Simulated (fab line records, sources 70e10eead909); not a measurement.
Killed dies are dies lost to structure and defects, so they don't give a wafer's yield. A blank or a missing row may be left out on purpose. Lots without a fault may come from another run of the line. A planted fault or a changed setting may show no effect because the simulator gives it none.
fab line records | flow nand_harc | part 1 of 2: steps 1 to 22 of 35
record lots=5 wafers=15 last_day=24
route steps=1159 shown A_STAIRCASE@723 A_SGD_CUT@747
lots that met no fault: from a run of the same line without faults
start_h: hours from the record's first day to the start of the lot's first wafer shown | wait_h: hours since the lot's step before | " the same as in the row above | L1.1+2: a row that stands for several wafers | - no value, or no start given | * or withheld: withheld | < > ~ a bound
route shown NAME@n: a module of which the file shows steps, and the number in the route of the first | usual: mean/standard deviation of fault-free wafers | same: alike in all rows | chamber/n: place in a boat | sites: the reading at each site | _std_site: their standard deviation | _edge_site: outer sites' mean less inner sites' | radius_mm: how far each site lies from the wafer's centre | mask NAME#n: copy n | behind: the tool/chamber that last shaped the wafer | hold: why the lot was held/for how many hours/how that ended | device: the transistor (n, p or np) that didn't switch | end of line: the same wafers' tests at the end of the route | a step without rows: its recipe alone | killed: dies lost to structure and defects at the first sort, not the wafer's yield | map: a wafer's dies, x killed, . not, _ none there
set.NAME: the setting as run; set.NAME@STEP: as run at that earlier step | model.NAME: the simulator's own value behind a step, which no gauge read
lots at some steps of the route; a table a step, a row a wafer
services: from which hour (start_h, from the record's first day; less than 0 if before it) a tool's chamber was out of use, for how many hours, and why
## steps
# step NHARC_A_STAIRCASE_DEVELOP_440
# recipe time_s=140
# columns lot.wafer tool chamber start_h wait_h
L078.2+5+6 litho_track-05 0 - -
L083.3+5+6 litho_track-07 0 - -
L085.2+3+6 litho_track-05 0 - -
L086.2+4+6 litho_track-02 0 - -
L093.1+4+5 litho_track-02 0 - -
# step NHARC_A_STAIRCASE_HARDBAKE_442
# recipe temp_c=120 time_s=140
# columns lot.wafer tool chamber start_h wait_h
L078.2+5+6 litho_track-05 0 324.15 -
L083.3+5+6 litho_track-07 0 357.09 -
L085.2+3+6 litho_track-02 0 357.15 -
L086.2+4+6 litho_track-05 0 369.06 -
L093.1+4+5 litho_track-07 0 415.36 -
# step NHARC_A_STAIRCASE_DESCUM_443
# recipe time_s=3 o2_flow_sccm=200 ar_flow_sccm=0 bias_power_w=0 chemistry=O2
# usual drypump_motor_current_A=5.76/0.27 mfc_ar_sccm=0.011/0.014 o2_flow_sccm=199.8/0.59 oes_product_au=1.002/0.012 rf_vpp_V=57.7/0.96 showerhead_plenum_p_Torr=1.90/0.084 throttle_valve_pct=11.310/0.0093
# columns lot.wafer tool chamber start_h wait_h drypump_motor_current_A mfc_ar_sccm o2_flow_sccm oes_product_au rf_hours_counter_h rf_vpp_V showerhead_plenum_p_Torr throttle_valve_pct
L078.2 rie_diel-07 1 324.26 - 5.66 0 200.5 1.022 34 58.3 1.95 11.317
L078.6 " 2 " " 5.97 0.039 200.4 1.007 - 57.6 1.91 11.312
L078.5 " 3 " " 6.14 0 199.7 0.997 - 58.3 2.01 11.305
L083.3 rie_diel-02 3 357.19 - 5.28 0.028 199.5 0.993 7 59.5 1.88 11.323
L083.6 " 2 " " 5.76 0.016 199.6 0.989 - 57.7 1.93 11.303
L083.5 " 3 " " 5.28 0.028 200.3 0.992 - 57.6 1.88 11.318
L085.3 rie_diel-02 0 357.25 - 6.02 0 199.5 0.984 8 58.7 1.83 11.294
L085.2 " 1 " " 6.19 0.018 200.3 1.011 8 57.0 1.89 11.310
L085.6 " 0 " " 6.02 0 199.8 0.980 - 57.5 1.83 11.314
L086.4 rie_diel-01 1 369.14 - 5.36 0 199.8 0.998 18 56.9 1.79 11.314
L086.2 " 0 " " 5.65 0 200.0 1.008 19 59.4 1.92 11.308
L086.6 " 1 " " 5.38 0 200.3 1.005 - 57.4 1.79 11.309
L093.1 rie_diel-01 0 415.46 - 5.66 0 199.7 0.994 41 58.9 1.91 11.315
L093.4 " 1 " " 5.42 0 200.7 1.008 37 56.8 1.78 11.296
L093.5 " 0 " " 5.66 0 199.1 0.993 - 57.1 1.91 11.301
# step NHARC_A_STAIRCASE_ETCH_444
# recipe target_depth_a=1.02e+05 time_s=3400 c4f8_flow_sccm=20 o2_flow_sccm=10 ar_flow_sccm=withheld rf_w=600 bias_w=1000 chemistry=C4F8/O2
# usual oes_product_au=0.932/0.013 rf_vpp_V=806/4.9
# columns lot.wafer tool chamber start_h wait_h oes_product_au rf_hours_counter_h rf_vpp_V
L078.2 rie_diel-07 3 325.04 0.8 0.929 34 813
L078.6 " 0 " " 0.935 - 811
L078.5 " 1 " " 0.944 - 810
L083.3 rie_diel-02 0 357.29 0.1 0.933 9 802
L083.5 " 0 " " 0.935 - 802
L083.6 " 1 " " 0.971 - 804
L085.2 rie_diel-02 2 358.96 1.7 0.940 8 808
L085.3 " 0 " " 0.920 11 803
L085.6 " 1 " " 0.955 - 805
L086.2 rie_diel-01 0 369.23 0.1 0.924 20 806
L086.4 " 2 " " 0.934 18 816
L086.6 " 0 " " 0.929 - 807
L093.4 rie_diel-01 1 415.54 0.1 0.920 38 799
L093.1 " 2 " " 0.942 34 817
L093.5 " 2 " " 0.935 - 815
# step NHARC_A_STAIRCASE_STRIP_446
# recipe power_w=1500 temp_c=250 chemistry=O2
# usual drypump_motor_current_A=5.6/0.42 heater_power_w=333/23
# columns lot.wafer tool chamber start_h wait_h drypump_motor_current_A heater_power_w rf_hours_counter_h
L078.2 plasma_asher-01 1 326.77 0.2 5.8 335 14
L078.6 " 0 " " 5.5 353 -
L078.5 " 1 " " 5.8 327 -
L083.3 plasma_asher-02 1 359.93 0.4 4.8 295 -
L083.5 " 0 " " 6.1 335 -
L083.6 " 1 " " 4.9 291 -
L085.2 plasma_asher-01 1 362.19 1.2 5.8 325 26
L085.3 " 1 " " 5.8 330 -
L085.6 " 1 " " 5.8 324 -
L086.2 plasma_asher-02 1 371.51 0.0 4.9 300 1
L086.4 " 0 " " 6.1 339 -
L086.6 " 1 " " 4.9 301 -
L093.1 plasma_asher-02 0 417.79 0.0 6.1 333 16
L093.4 " 0 " " 6.1 330 -
L093.5 " 0 " " 6.1 344 -
# step NHARC_A_STAIRCASE_STRIP_447
# recipe time_s=900 temp_c=130 chemistry=SPM
# usual bath_heat_duty_pct=15.1/1.4
# columns lot.wafer tool chamber start_h wait_h bath_heat_duty_pct
L078.5 wet_bench-02 7 327.10 0.1 16.2
L078.6 " 2 " " 13.1
L078.2 " 4 " " 14.1
L083.5 wet_bench-03 4 360.16 0.1 14.6
L083.6 " 6 " " 15.7
L083.3 " 7 " " 15.3
L085.6 wet_bench-03 3 362.50 0.1 16.2
L085.3 " 7 " " 15.7
L085.2 " 0 " " 14.3
L086.2 wet_bench-07 4 371.89 0.3 15.7
L086.4 " 5 " " 14.6
L086.6 " 6 " " 17.5
L093.5 wet_bench-07 4 418.15 0.1 17.2
L093.4 " 5 " " 14.1
L093.1 " 7 " " 15.7
# step NHARC_A_STAIRCASE_PRECLEAN_448
# recipe time_s=* temp_c=50 bath_age_min=0 chemistry=SC1
# usual bath_heat_duty_pct=7.2/0.77 diw_flow_mL_min=1416/4.4 nh4oh_flow_mL_min=28.29/0.088
# columns lot.wafer tool chamber start_h wait_h bath_heat_duty_pct diw_flow_mL_min nh4oh_flow_mL_min
L078.5 wet_bench-02 7 - - 7.7 1414 28.24
L078.6 " 2 " " 7.4 1416 28.25
L078.2 " 4 " " 7.1 1416 28.26
L083.5 wet_bench-03 4 - - 7.0 1410 28.36
L083.6 " 6 " " 6.9 1421 28.21
L083.3 " 7 " " 7.6 1422 28.45
L085.6 wet_bench-03 3 - - 8.0 1414 28.36
L085.3 " 7 " " 7.1 1416 28.23
L085.2 " 0 " " 6.9 1406 28.23
L086.2 wet_bench-07 4 - - 7.8 1414 28.32
L086.4 " 5 " " 6.5 1421 28.22
L086.6 " 6 " " 7.6 1413 28.24
L093.5 wet_bench-07 4 - - 8.0 1418 28.09
L093.4 " 5 " " 7.2 1416 28.27
L093.1 " 7 " " 7.4 1424 28.22
# step NHARC_A_STAIRCASE_SRD_449
# columns lot.wafer tool chamber start_h wait_h
L078.5+6+2 wet_bench-02 7,2,4 - -
L083.5+6+3 wet_bench-03 4,6,7 - -
L085.6+3+2 wet_bench-03 3,7,0 - -
L086.2+4+6 wet_bench-07 4,5,6 - -
L093.5+4+1 wet_bench-07 4,5,7 - -
# step NHARC_A_STAIRCASE_CMP_450
# recipe target_thk_nm=200 material=SiO2
# usual motor_current_A=12.1/1.3 retaining_ring_pressure_frac=0.999/0.0049 slurry_flow_ml_min=150.0/0.48
# columns lot.wafer tool chamber start_h wait_h motor_current_A retaining_ring_pressure_frac slurry_flow_ml_min
L078.2 cmp-01 3 327.55 - 9.9 0.996 150.8
L078.5 " 3 " " 10.7 1.001 150.8
L078.6 " 0 " " 12.5 0.997 150.1
L083.3 cmp-02 1 360.64 - 11.1 1.001 149.5
L083.6 " 2 " " 12.3 0.995 149.4
L083.5 " 3 " " 10.4 0.995 150.3
L085.3 cmp-04 2 362.97 - 12.2 1.002 149.5
L085.2 " 3 " " 13.9 1.008 150.0
L085.6 " 0 " " 11.0 1.001 149.9
L086.2 cmp-02 3 372.33 - 11.1 0.993 149.4
L086.4 " 0 " " 11.1 0.997 149.9
L086.6 " 3 " " 10.0 0.994 150.0
L093.1 cmp-04 1 418.60 - 13.7 0.997 150.4
L093.4 " 3 " " 15.0 0.995 149.6
L093.5 " 2 " " 11.6 0.995 149.3
# step NHARC_A_STAIRCASE_CMP_152
# usual motor_current_A=12.1/1.3 retaining_ring_pressure_frac=1.000/0.0047 slurry_flow_ml_min=150.0/0.48
# columns lot.wafer tool chamber start_h wait_h motor_current_A retaining_ring_pressure_frac slurry_flow_ml_min
L078.2 cmp-01 3 327.63 0.1 10.5 1.008 148.9
L078.5 " 3 " " 9.9 1.006 149.4
L078.6 " 0 " " 12.3 1.011 149.8
L083.3 cmp-02 1 360.72 0.1 11.5 1.005 151.0
L083.6 " 2 " " 13.6 1.004 150.1
L083.5 " 3 " " 10.7 0.998 150.0
L085.3 cmp-04 2 363.05 0.1 12.0 1.001 149.7
L085.2 " 3 " " 14.0 1.007 149.7
L085.6 " 0 " " 11.7 1.001 150.0
L086.2 cmp-02 3 372.41 0.1 10.5 0.996 149.8
L086.4 " 0 " " 11.4 1.006 150.1
L086.6 " 3 " " 10.7 0.992 150.7
L093.1 cmp-04 1 418.67 0.1 13.6 1.004 149.7
L093.4 " 3 " " 13.9 0.994 150.0
L093.5 " 2 " " 12.0 1.008 150.5
# step NHARC_A_STAIRCASE_SRD_154
# columns lot.wafer tool chamber start_h wait_h
L078.6+2+5 wet_bench-07 0,4,5 327.91 0.0
L083.6+3+5 wet_bench-03 5,6,7 360.96 0.0
L085.2+6+3 wet_bench-03 5,1,2 363.31 0.0
L086.2+4+6 wet_bench-07 1,3,6 372.69 0.0
L093.1+5+4 wet_bench-07 7,0,2 418.97 0.0
# step NHARC_A_STAIRCASE_ETCH_403
# recipe target_depth_a=1082 chemistry=dHF material=SiO2
# columns lot.wafer tool chamber start_h wait_h
L078.6+2+5 wet_bench-07 0,4,5 327.94 0.0
L083.6+3+5 wet_bench-03 5,6,7 360.99 0.0
L085.2+6+3 wet_bench-03 5,1,2 363.33 0.0
L086.2+4+6 wet_bench-07 1,3,6 372.71 0.0
L093.1+5+4 wet_bench-07 7,0,2 419.00 0.0
# step NHARC_A_STAIRCASE_ETCHBACK_422
# recipe target_depth_a=400 over_etch_frac=0.3 time_s=74.286 ion_energy_ev=120 ch3f_flow_sccm=50 o2_flow_sccm=30 ar_flow_sccm=200 rf_w=500 bias_w=100 chemistry=CH3F/O2
# usual drypump_motor_current_A=5.78/0.27 mfc_ar_sccm=200.0/0.65 o2_flow_sccm=29.99/0.092 oes_product_au=0.96/0.038 rf_vpp_V=244.2/1.5 showerhead_plenum_p_Torr=2.45/0.099 throttle_valve_pct=20.663/0.0092
# columns lot.wafer tool chamber start_h wait_h drypump_motor_current_A mfc_ar_sccm o2_flow_sccm oes_product_au rf_hours_counter_h rf_vpp_V showerhead_plenum_p_Torr throttle_valve_pct
L078.2 rie_diel-07 1 328.09 0.1 5.64 198.5 29.96 1.02 36 245.0 2.51 20.659
L078.6 " 1 " " 5.65 199.9 29.84 1.02 - 246.1 2.51 20.669
L078.5 " 2 " " 5.94 199.6 29.84 1.00 - 243.5 2.45 20.670
L083.3 rie_diel-07 3 361.15 0.2 6.18 199.3 30.03 0.95 47 246.4 2.57 20.669
L083.6 " 2 " " 5.95 200.3 29.83 0.94 - 244.1 2.45 20.669
L083.5 " 3 " " 6.18 200.8 30.10 0.94 - 245.4 2.57 20.654
L085.3 rie_diel-02 1 363.50 0.1 6.17 200.2 30.02 0.93 13 244.2 2.43 20.654
L085.2 " 2 " " 5.78 199.8 30.11 0.91 10 244.9 2.47 20.663
L085.6 " 0 " " 5.99 200.3 30.05 0.90 - 243.5 2.35 20.664
L086.2 rie_diel-01 1 372.89 0.2 5.35 199.0 29.92 0.92 20 242.6 2.31 20.643
L086.4 " 2 " " 5.74 200.0 29.89 0.93 19 246.8 2.65 20.651
L086.6 " 0 " " 5.67 199.8 30.14 0.92 - 242.6 2.46 20.660
L093.1 rie_diel-01 0 419.15 0.2 5.67 200.6 30.11 0.99 42 244.1 2.45 20.665
L093.4 " 1 " " 5.34 201.2 30.13 1.00 40 242.6 2.30 20.671
L093.5 " 3 " " 5.96 198.5 29.95 1.00 - 242.0 2.31 20.651
# step NHARC_A_STAIRCASE_ETCH_423
# recipe target_depth_a=300 chemistry=dHF material=SiO2
# columns lot.wafer tool chamber start_h wait_h
L078.5+2+6 wet_bench-02 4,0,1 328.25 -
L083.6+5+3 wet_bench-03 2,4,6 361.31 0.1
L085.2+6+3 wet_bench-03 1,2,4 363.67 0.1
L086.6+2+4 wet_bench-02 1,4,6 373.03 0.1
L093.5+1+4 wet_bench-02 3,4,6 419.30 0.1
# step NHARC_A_STAIRCASE_ETCHBACK_157
# recipe target_depth_a=900 over_etch_frac=0.3 time_s=167.14 ion_energy_ev=120 ch3f_flow_sccm=50 o2_flow_sccm=30 ar_flow_sccm=200 rf_w=500 bias_w=100 chemistry=CH3F/O2
# usual drypump_motor_current_A=5.77/0.26 mfc_ar_sccm=200.0/0.62 o2_flow_sccm=30.01/0.087 oes_product_au=0.98/0.032 rf_vpp_V=244.4/1.8 showerhead_plenum_p_Torr=2.46/0.11 throttle_valve_pct=20.663/0.0086
# columns lot.wafer tool chamber start_h wait_h drypump_motor_current_A mfc_ar_sccm o2_flow_sccm oes_product_au rf_hours_counter_h rf_vpp_V showerhead_plenum_p_Torr throttle_valve_pct
L078.2 rie_diel-01 0 328.49 0.2 5.68 199.6 30.10 1.01 1 244.0 2.47 20.661
L078.5 " 2 " " 5.66 199.8 29.96 1.02 - 247.4 2.66 20.664
L078.6 " 3 " " 5.97 200.2 29.95 1.01 - 241.4 2.32 20.675
L083.3 rie_diel-07 3 361.55 0.2 6.19 199.9 30.07 0.99 47 245.6 2.57 20.674
L083.5 " 0 " " 5.55 200.4 29.94 1.00 - 245.3 2.53 20.675
L083.6 " 1 " " 5.66 199.5 30.07 1.00 - 244.0 2.50 20.676
L085.2 rie_diel-02 0 363.84 0.2 5.97 199.4 29.95 0.94 12 243.3 2.35 20.668
L085.3 " 2 " " 5.78 199.4 29.99 0.92 10 245.3 2.47 20.667
L085.6 " 0 " " 5.98 199.6 29.93 0.94 - 243.2 2.35 20.670
L086.4 rie_diel-01 3 373.23 0.1 5.94 200.4 30.00 0.96 20 243.5 2.31 20.665
L086.2 " 2 " " 5.70 200.7 30.01 0.94 19 248.5 2.65 20.656
L086.6 " 0 " " 5.67 200.1 29.98 0.95 - 244.2 2.46 20.647
L093.4 rie_diel-01 2 419.52 0.2 5.69 199.5 29.87 1.00 36 246.8 2.65 20.649
L093.1 " 0 " " 5.66 200.4 30.08 1.00 42 242.7 2.45 20.654
L093.5 " 2 " " 5.72 199.4 30.06 1.01 - 248.1 2.65 20.661
# step NHARC_A_STAIRCASE_STRIP_475
# recipe time_s=20 o2_flow_sccm=500 ar_flow_sccm=0 bias_w=0 chemistry=O2
# usual drypump_motor_current_A=5.76/0.26 mfc_ar_sccm=0.012/0.014 o2_flow_sccm=500.1/2.1 oes_product_au=1.004/0.011 rf_vpp_V=57.7/0.93 showerhead_plenum_p_Torr=3.53/0.14 throttle_valve_pct=17.036/0.0098
# columns lot.wafer tool chamber start_h wait_h drypump_motor_current_A mfc_ar_sccm o2_flow_sccm oes_product_au rf_hours_counter_h rf_vpp_V showerhead_plenum_p_Torr throttle_valve_pct
L078.2 rie_diel-01 2 - - 5.69 0.031 497.4 1.021 2 58.1 3.81 17.026
L078.6 " 0 " " 5.67 0 500.8 1.011 - 57.6 3.54 17.031
L078.5 " 1 " " 5.39 0 500.2 0.994 - 56.5 3.33 17.024
L083.3 rie_diel-07 2 - - 5.96 0.039 499.8 1.019 46 57.3 3.51 17.038
L083.5 " 2 " " 5.96 0.039 501.0 1.008 - 57.0 3.51 17.041
L083.6 " 3 " " 6.17 0 499.0 1.018 - 58.2 3.68 17.033
L085.2 rie_diel-02 2 - - 5.78 0.016 500.9 0.987 10 57.5 3.55 17.030
L085.3 " 3 " " 5.29 0.028 500.9 0.990 10 57.0 3.46 17.027
L085.6 " 2 " " 5.77 0.016 497.7 0.980 - 58.6 3.55 17.033
L086.4 rie_diel-01 3 - - 5.98 0 498.4 1.002 20 56.2 3.33 17.026
L086.2 " 0 " " 5.67 0 502.4 0.991 22 56.6 3.53 17.043
L086.6 " 3 " " 5.99 0 497.6 1.004 - 58.2 3.33 17.048
L093.4 rie_diel-01 2 - - 5.67 0.031 498.9 1.004 36 58.8 3.79 17.025
L093.1 " 3 " " 5.95 0 501.6 1.000 36 56.4 3.32 17.045
L093.5 " 0 " " 5.67 0 501.7 0.987 - 58.5 3.52 17.035
# step NHARC_A_STAIRCASE_DEP_471
# recipe target_thk_a=1000 temp_c=400 pressure_torr=6.5 rf_w=900 teos_flow_sccm=161.4 flow_sccm=2650 target_thk_nm=100 gas=O2 material=SiO2
# usual heater_power_w=544/80 throttle_valve_pct=16.0/0.59
# columns lot.wafer tool chamber start_h wait_h heater_power_w throttle_valve_pct
L078.2 pecvd-03 1 328.80 - 555 16.8
L078.5 " 0 " " 461 16.8
L078.6 " 1 " " 565 16.4
L083.3 pecvd-03 1 361.83 - 511 16.5
L083.5 " 2 " " 562 15.6
L083.6 " 0 " " 382 16.7
L085.3 pecvd-04 2 364.15 - 629 15.6
L085.2 " 0 " " 545 15.1
L085.6 " 1 " " 533 16.8
L086.2 pecvd-04 2 373.56 - 648 15.5
L086.6 " 0 " " 616 15.5
L086.4 " 2 " " 637 15.8
L093.1 pecvd-04 2 419.78 - 651 15.3
L093.4 " 2 " " 678 15.5
L093.5 " 1 " " 568 16.0
# step NHARC_A_STAIRCASE_CMP_472
# recipe material=SiO2
# usual motor_current_A=12.1/1.2 retaining_ring_pressure_frac=1.000/0.0045 slurry_flow_ml_min=150.0/0.5
# columns lot.wafer tool chamber start_h wait_h motor_current_A retaining_ring_pressure_frac slurry_flow_ml_min
L078.2 cmp-04 3 329.04 0.2 14.0 0.995 149.6
L078.5 " 2 " " 11.6 0.996 150.0
L078.6 " 3 " " 14.6 0.994 149.3
L083.3 cmp-04 2 362.07 0.2 12.0 1.005 150.0
L083.5 " 1 " " 13.6 0.997 150.8
L083.6 " 2 " " 11.9 0.996 150.2
L085.2 cmp-01 1 364.39 0.2 11.7 0.998 149.2
L085.3 " 3 " " 10.4 0.996 149.5
L085.6 " 2 " " 12.6 0.992 150.5
L086.4 cmp-04 2 373.78 0.1 12.3 1.000 149.4
L086.2 " 0 " " 10.9 0.993 149.7
L086.6 " 2 " " 11.9 1.001 150.5
L093.1 cmp-04 0 420.06 0.2 11.0 1.001 150.6
L093.4 " 1 " " 13.3 1.004 150.7
L093.5 " 1 " " 12.9 1.001 150.6
# step NHARC_A_STAIRCASE_SRD_474
# columns lot.wafer tool chamber start_h wait_h
L078.2+5+6 wet_bench-02 2,4,5 329.27 0.0
L083.6+3+5 wet_bench-07 4,6,7 362.31 0.0
L085.6+2+3 wet_bench-07 7,2,3 364.66 0.0
L086.2+6+4 wet_bench-07 3,6,0 374.04 0.0
L093.1+5+4 wet_bench-02 0,1,4 420.32 0.0
# step NHARC_A_STAIRCASE_INSPECT_155
# usual raw_defect_count=367/120
# columns lot.wafer tool chamber start_h wait_h raw_defect_count
L078.2 defect_inspect-01 - 329.36 0.1 386
L078.5 " - " " 410
L078.6 " - " " 411
L083.3 defect_inspect-02 - 362.39 0.1 207
L083.5 " - " " 359
L083.6 " - " " 247
L085.2 defect_inspect-01 - 364.73 0.1 410
L085.3 " - " " 540
L085.6 " - " " 457
L086.2 defect_inspect-01 - 374.12 0.1 658
L086.4 " - " " 362
L086.6 " - " " 284
L093.1 defect_inspect-01 - 420.42 0.1 221
L093.4 " - " " 328
L093.5 " - " " 296
# step NHARC_A_SGD_CUT_DEP_00
# recipe target_thk_a=500 temp_c=400 target_thk_nm=50 flow_sccm=200 rf_w=450 material=SiNx
# usual heater_power_w=703/96
# columns lot.wafer tool chamber start_h wait_h heater_power_w
L078.2 pecvd-03 1 329.52 0.2 693
L078.6 " 2 " " 689
L078.5 " 0 " " 609
L083.3 pecvd-03 1 362.51 0.1 711
L083.6 " 0 " " 571
L083.5 " 1 " " 719
L085.3 pecvd-04 0 364.83 0.1 723
L085.2 " 1 " " 617
L085.6 " 0 " " 712
L086.2 pecvd-03 1 374.26 0.1 711
L086.6 " 2 " " 727
L086.4 " 0 " " 569
L093.1 pecvd-03 2 420.55 0.1 676
L093.4 " 0 " " 558
L093.5 " 2 " " 682
# step NHARC_A_SGD_CUT_DEHYDRATE_01
# recipe temp_c=150 time_s=120
# columns lot.wafer tool chamber start_h wait_h
L078.2+5+6 litho_track-01 0 329.74 0.2
L083.3+5+6 litho_track-01 0 362.73 0.2
L085.2+3+6 litho_track-04 0 365.07 0.2
L086.2+4+6 litho_track-04 0 374.47 0.2
L093.1+4+5 litho_track-01 0 420.76 0.2
